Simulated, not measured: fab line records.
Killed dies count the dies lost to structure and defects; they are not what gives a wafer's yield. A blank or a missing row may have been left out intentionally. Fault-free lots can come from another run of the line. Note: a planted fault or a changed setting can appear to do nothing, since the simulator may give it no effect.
Comparing a struck lot with a sound one | flow nand harc | 34 steps out of a route of 1159
Sound: the wafers L196.1, L196.4, L196.5. Struck: wafers L199.2, L199.4, L199.5. The cause is named last.
For every step that has rows: the tool of each side, followed by ch and its chambers, followed by its first start. Under that, the readings that differ: sound wafers | struck wafers | difference of the means | sigmas: that difference in standard deviations of wafers without a fault.
alike: same words and numbers on both sides, and readings whose means sit less than 2 such deviations apart. not compared: any withheld reading, any reading some wafer has no value for, any bound like >300 that may hide the same value, and any number with overlapping values for which the record gives no deviation.
A row with sigmas, a row that says differs or no value, or rows on one side alone: a step with any of these is where the two part. When numbers do not overlap yet have no deviation, they are printed without sigmas and do not part them. A reading missing from all wafers of one side parts the sides only when that side holds two or more wafers.

first, 2 steps without rows for these wafers: NHARC_A_BLC_PEB_08 (peb time 65 s); NHARC_A_BLC_DEVELOP_09 (develop time 35 s).
NHARC_A_BLC_CD_MEAS_10 targets a cd of 100 nm.
  sound on cd sem-02 ch 0, day 19 08:47; struck on cd sem-02 ch 0, day 20 07:48
  reading    | sound          | struck            | difference | sigmas
  cd nm (nm) | 99.2 99.6 99.5 | 102.5 101.7 102.5 | +2.8       | +4
NHARC_A_BLC_OVL_MEAS_11:
  sound: overlay-02 at day 19 08:52; struck: overlay-01 at day 20 07:53
  alike: overlay x nm, overlay y nm
NHARC_A_BLC_INSPECT_12:
  sound: defect inspect-02 at day 19 08:54; struck: defect inspect-02 at day 20 07:56
  alike: raw defect count
then, 2 steps without rows for these wafers: NHARC_A_BLC_DESCUM_15 (chemistry O2, time 3 s); NHARC_A_BLC_ETCH_16 (etches the open film in CF4, target depth 39 nm, time 65 s).
NHARC_A_BLC_ETCH_17: etches the open film in N2/H2, target depth 390 nm, time 609.38 s.
  sound: rie diel-06 ch 0,1; struck: rie diel-08 ch 0,2,3
  alike: chamber pressure mTorr, drypump motor current A, mfc ar sccm, oes product au, rf vpp V, showerhead plenum p Torr, throttle valve pct
  not compared: rf hours counter h
then, 1 step without rows for these wafers: NHARC_A_BLC_ETCH_18 (etches the open film in C4F8/O2/Ar, target depth 910 nm).
NHARC_A_BLC_CD_MEAS_19:
  sound: cd sem-02 at day 19 09:56; struck: cd sem-02 at day 20 08:58
  alike: cd nm
NHARC_A_BLC_STRIP_29: strips in CF4.
  sound on rie diel-06 ch 1,3, day 19 10:00; struck on rie diel-06 ch 2,3, day 20 09:02
  alike: chamber pressure mTorr, drypump motor current A, mfc ar sccm, oes product au, rf vpp V, showerhead plenum p Torr, throttle valve pct
  not compared: rf hours counter h
NHARC_A_BLC_STRIP_21: strips in O2.
  sound on rie diel-06 ch 1,2, day 19 10:07; struck on rie diel-06 ch 0,2, day 20 09:10
  alike: chamber pressure mTorr, drypump motor current A, mfc ar sccm, o2 flow sccm, oes product au, rf vpp V, showerhead plenum p Torr, throttle valve pct
  not compared: rf hours counter h
NHARC_A_BLC_STRIP_22: strips in post etch residue remover, time 600 s.
  sound on wet bench-06 ch 0,3,4, day 19 10:16; struck on wet bench-01 ch 0,3,5, day 20 09:18
then, 5 steps without rows for these wafers: NHARC_A_BLC_DEGAS_30 (time 60 s); NHARC_A_BLC_PRE_CLEAN_31 (time 15 s); NHARC_A_BLC_PVD_32 (deposits Ti, target thk 5 nm, time 17.7 s); NHARC_A_BLC_ALD_23 (deposits TiN, target thk 3 nm, pulse time 1 s, ald cycles 150); NHARC_A_BLC_CVD_24 (deposits W, target thk 150 nm, time 434 s).
NHARC_A_BLC_CMP_25: polishes, t overpolish 30 s, target thk 150 nm.
  sound on cmp-01 ch 1,2, day 19 11:34; struck on cmp-02 ch 0,1,2, day 20 12:50
  alike: motor current A, overpolish run s, time to endpoint s
then, 11 steps without rows for these wafers: NHARC_A_BLC_SRD_27; NHARC_A_M0_DEP_00 (deposits SiOC, target thk 150 nm); NHARC_A_M0_DEHYDRATE_01 (time 120 s); NHARC_A_M0_HMDS_02 (time 30 s); NHARC_A_M0_COAT_33 (time 65 s); NHARC_A_M0_COAT_03 (resist thk 90 nm); NHARC_A_M0_SOFTBAKE_04 (time 55 s); NHARC_A_M0_EBR_05; NHARC_A_M0_EXPOSE_06 (exposes mask A M0, target cd 80 nm); NHARC_A_M0_PEB_07 (peb time 65 s); NHARC_A_M0_DEVELOP_08 (develop time 35 s).
NHARC_A_M0_CD_MEAS_09 targets a cd of 80 nm.
  sound on cd sem-01 ch 0, day 19 12:43; struck on cd sem-02 ch 0, day 20 14:10
  alike: cd nm
NHARC_A_M0_OVL_MEAS_10: pitch 160 nm.
  sound: overlay-02 at day 19 12:49; struck: overlay-02 at day 20 14:15
  alike: overlay x nm, overlay y nm
NHARC_A_M0_DESCUM_14: chemistry O2, time 3 s.
  sound on rie diel-07 ch 0,1, day 19 12:55; struck on rie diel-05 ch 0,2,3, day 20 19:37
  reading                         | sound          | struck                                                                     | difference                   | sigmas
  hold                            | - - -          | await dispo/5.1h/release await dispo/5.1h/release await dispo/5.1h/release | no value on the sound wafers |
  showerhead plenum p Torr (Torr) | 2.04 2.00 2.00 | 1.79 1.84 1.88                                                             | -0.18                        | -2
  alike: chamber pressure mTorr, drypump motor current A, mfc ar sccm, o2 flow sccm, oes product au, rf vpp V, throttle valve pct
  not compared: rf hours counter h
NHARC_END_SORT_01:
  only the struck wafers appear in the record here, on prober-01 ch 0 at day 22 12:54; the sound ones have no rows

WHERE THEY PART
Earliest at NHARC_A_BLC_CD_MEAS_10; latest, in this record, at NHARC_END_SORT_01.

WHY: whatever the simulator had introduced
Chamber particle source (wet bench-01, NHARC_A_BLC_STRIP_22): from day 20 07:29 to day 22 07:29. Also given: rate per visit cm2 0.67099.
